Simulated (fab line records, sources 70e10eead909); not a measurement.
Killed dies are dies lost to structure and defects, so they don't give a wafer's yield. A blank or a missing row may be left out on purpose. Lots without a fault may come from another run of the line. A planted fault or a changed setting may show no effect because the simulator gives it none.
Which tool did it? | flow nand_harc | 12 lots, 36 wafers sampled, at 4 steps of a route of 1159

WHAT THE GAUGES READ, wafer by wafer
The record holds no reading of a measuring or inspecting step that can be judged against a usual standard deviation.

WHICH TOOL RAN EACH LOT (tool, then ch and the chambers of the sampled wafers, then the start)
lot  | NHARC_A_CONTACT_ETCH_50            | NHARC_A_CONTACT_ETCH_51                       | NHARC_A_CONTACT_ETCH_112             | NHARC_A_CONTACT_ETCH_122
L374 | rie_diel-13 ch 1,3, day 16 12:14   | rie_diel-13 ch 1,2,3, day 16 13:14 or earlier | har_cap_etch-02 ch 0,1, day 16 13:14 | har_cap_etch-02 ch 0,1, day 16 14:08
L378 | rie_diel-03 ch 0,1,2, day 16 17:02 | rie_diel-03 ch 1,2, day 16 18:00 or earlier   | har_cap_etch-02 ch 0,1, day 16 18:00 | har_cap_etch-02 ch 0,1, day 16 18:55
L375 | rie_diel-03 ch 0,1,3, day 16 17:51 | rie_diel-03 ch 0,1,2, day 16 18:55 or earlier | har_cap_etch-03 ch 0,1, day 16 18:55 | har_cap_etch-03 ch 0,1, day 16 20:08
L377 | rie_diel-08 ch 0,2,3, day 17 11:17 | rie_diel-08 ch 0,1,2, day 17 12:20 or earlier | har_cap_etch-02 ch 0,1, day 17 12:20 | har_cap_etch-02 ch 0,1, day 17 13:33
L382 | rie_diel-03 ch 0,1,3, day 18 10:31 | rie_diel-03 ch 0,1,2, day 18 11:28 or earlier | har_cap_etch-03 ch 0,1, day 18 11:28 | har_cap_etch-03 ch 0,1, day 18 12:22
L381 | rie_diel-13 ch 1,2, day 18 10:38   | rie_diel-13 ch 0,1,3, day 18 11:35 or earlier | har_cap_etch-02 ch 1, day 18 11:35   | har_cap_etch-02 ch 1, day 18 12:29
L385 | rie_diel-03 ch 0,1,2, day 19 00:41 | rie_diel-03 ch 0,1,2, day 19 01:37 or earlier | har_cap_etch-02 ch 0,1, day 19 01:37 | har_cap_etch-02 ch 0,1, day 19 02:31
L383 | rie_diel-13 ch 0,2,3, day 19 04:26 | rie_diel-13 ch 1,2,3, day 19 05:22 or earlier | har_cap_etch-01 ch 1, day 19 05:22   | har_cap_etch-01 ch 1, day 19 06:17
L388 | rie_diel-03 ch 2,3, day 19 13:34   | rie_diel-03 ch 1,2,3, day 19 14:40 or earlier | har_cap_etch-02 ch 0,1, day 19 14:40 | har_cap_etch-02 ch 0,1, day 19 15:34
L390 | rie_diel-03 ch 1,2,3, day 19 14:11 | rie_diel-03 ch 1,3, day 19 15:17 or earlier   | har_cap_etch-03 ch 0,1, day 19 15:17 | har_cap_etch-03 ch 0,1, day 19 16:11
L391 | rie_diel-03 ch 0,3, day 20 17:36   | rie_diel-03 ch 0,2,3, day 20 18:32 or earlier | har_cap_etch-01 ch 0, day 20 18:32   | har_cap_etch-01 ch 0, day 20 19:26
L393 | rie_diel-13 ch 0,2,3, day 21 13:37 | rie_diel-13 ch 1,2, day 21 14:35 or earlier   | har_cap_etch-02 ch 0,1, day 21 14:35 | har_cap_etch-02 ch 0,1, day 21 15:29
- NHARC_A_CONTACT_ETCH_50: etches the open film in CF4/CHF3, target depth 84.7 nm, time 42.4 s.
- NHARC_A_CONTACT_ETCH_51: etches the open film in O2/COS, target depth 3600 nm, time 936 s.
- NHARC_A_CONTACT_ETCH_112: etches the open film in C4F8/O2/Ar, time 94 s, target depth 922 nm.
- NHARC_A_CONTACT_ETCH_122: etches the open film in C4F8/O2/Ar, time 95 s, target depth 930 nm.

WHAT THE TOOLS THEMSELVES READ (means of the sampled wafers that have a number; where no wafer has one, the mark that the record gives instead)
NHARC_A_CONTACT_ETCH_50.
lot  | tool        | drypump_motor_current_A (A) | oes_product_au (a.u.) | rf_vpp_V (V) | run_length_s (s) | showerhead_plenum_p_Torr (Torr) | throttle_valve_pct (%)
L374 | rie_diel-13 | 6.1                         | 0.910                 | 372.4        | 63.6             | 1.63                            | 16.793
L378 | rie_diel-03 | 5.7                         | 0.952                 | 370.8        | 63.1             | 1.60                            | 16.806
L375 | rie_diel-03 | 5.9                         | 0.955                 | 370.3        | 63.4             | 1.57                            | 16.801
L377 | rie_diel-08 | 5.2                         | 0.928                 | 366.8        | 63.9             | 1.48                            | 16.810
L382 | rie_diel-03 | 5.9                         | 0.953                 | 370.2        | 63.4             | 1.57                            | 16.801
L381 | rie_diel-13 | 5.3                         | 0.907                 | 368.5        | 64.0             | 1.53                            | 16.799
L385 | rie_diel-03 | 5.7                         | 0.954                 | 371.0        | 63.1             | 1.59                            | 16.799
L383 | rie_diel-13 | 5.8                         | 0.918                 | 369.6        | 63.5             | 1.56                            | 16.807
L388 | rie_diel-03 | 6.0                         | 0.967                 | 369.9        | 63.0             | 1.55                            | 16.795
L390 | rie_diel-03 | 5.9                         | 0.943                 | 370.4        | 61.2             | 1.58                            | 16.800
L391 | rie_diel-03 | 6.1                         | 0.975                 | 367.9        | 61.2             | 1.52                            | 16.804
L393 | rie_diel-13 | 5.8                         | 0.952                 | 370.1        | 63.7             | 1.56                            | 16.802

NHARC_A_CONTACT_ETCH_51.
lot  | tool        | drypump_motor_current_A (A) | oes_product_au (a.u.) | rf_vpp_V (V) | run_length_s (s) | showerhead_plenum_p_Torr (Torr) | throttle_valve_pct (%)
L374 | rie_diel-13 | 5.7                         | 0.985                 | 314.5        | 957.3            | 3.13                            | 28.322
L378 | rie_diel-03 | 5.7                         | 1.001                 | 315.7        | 956.6            | 3.20                            | 28.333
L375 | rie_diel-03 | 5.7                         | 1.002                 | 315.9        | 956.8            | 3.17                            | 28.342
L377 | rie_diel-08 | 5.5                         | 0.996                 | 311.9        | 957.1            | 2.95                            | 28.324
L382 | rie_diel-03 | 5.7                         | 0.990                 | 314.5        | 956.7            | 3.16                            | 28.333
L381 | rie_diel-13 | 6.1                         | 0.997                 | 313.3        | 957.1            | 3.09                            | 28.325
L385 | rie_diel-03 | 5.7                         | 1.001                 | 314.2        | 956.7            | 3.16                            | 28.333
L383 | rie_diel-13 | 5.7                         | 0.989                 | 313.6        | 957.4            | 3.12                            | 28.327
L388 | rie_diel-03 | 5.9                         | 1.001                 | 313.3        | 957.0            | 3.14                            | 28.329
L390 | rie_diel-03 | 6.2                         | 0.995                 | 314.3        | 957.2            | 3.09                            | 28.330
L391 | rie_diel-03 | 6.1                         | 1.002                 | 313.6        | 956.9            | 3.04                            | 28.331
L393 | rie_diel-13 | 5.7                         | 0.997                 | 312.9        | 957.5            | 3.02                            | 28.340

THE ANSWER, worked out from the rows above alone
Rule: what is usual is taken from the lots themselves. Put in order of their means at a reading, lots are off if they are a third of the lots or fewer, leave a main group of 4 or more, and stand apart from it by a gap of 3 or more times the standard deviation of the main group's means; of several such gaps the widest counts. A main group whose means are all the same, to the digits that the tables above print for the reading, isn't used. A lot without any number at a reading at which 4 lots or more have one is off too. The other lots that the step has rows for count as sound. The gauges are gone through in route order, then the tools' own readings, and for those a lot's mean is taken as printed above. The first step at which some lot is off is used, and at that step the reading that is off furthest; a lot without a number counts as furthest.
Off: L390, L391, at NHARC_A_CONTACT_ETCH_50 (run_length_s). The main group: mean 63.5 s, standard deviation 0.32.
A tool fits if, at that step or a process step before it, it ran every lot that is off, and no sound lot after the first of them. One fits: rie_diel-03 at NHARC_A_CONTACT_ETCH_50. Its last sound lot is L388 (day 19 13:34), its first lot that is off L390 (day 19 14:11): a fault that began between those two fits.
The tool's own readings at NHARC_A_CONTACT_ETCH_50 bear it out: on the lots that are off they differ by more than 5 times the standard deviation of the sound lots' means. run_length_s reads 61.2 s there against 63.5 s on the sound lots.

WHAT THE SIMULATOR HAD PUT IN
Process parameter drift: rie_diel-03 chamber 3, from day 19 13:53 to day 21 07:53, at NHARC_A_CONTACT_ETCH_50. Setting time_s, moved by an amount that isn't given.
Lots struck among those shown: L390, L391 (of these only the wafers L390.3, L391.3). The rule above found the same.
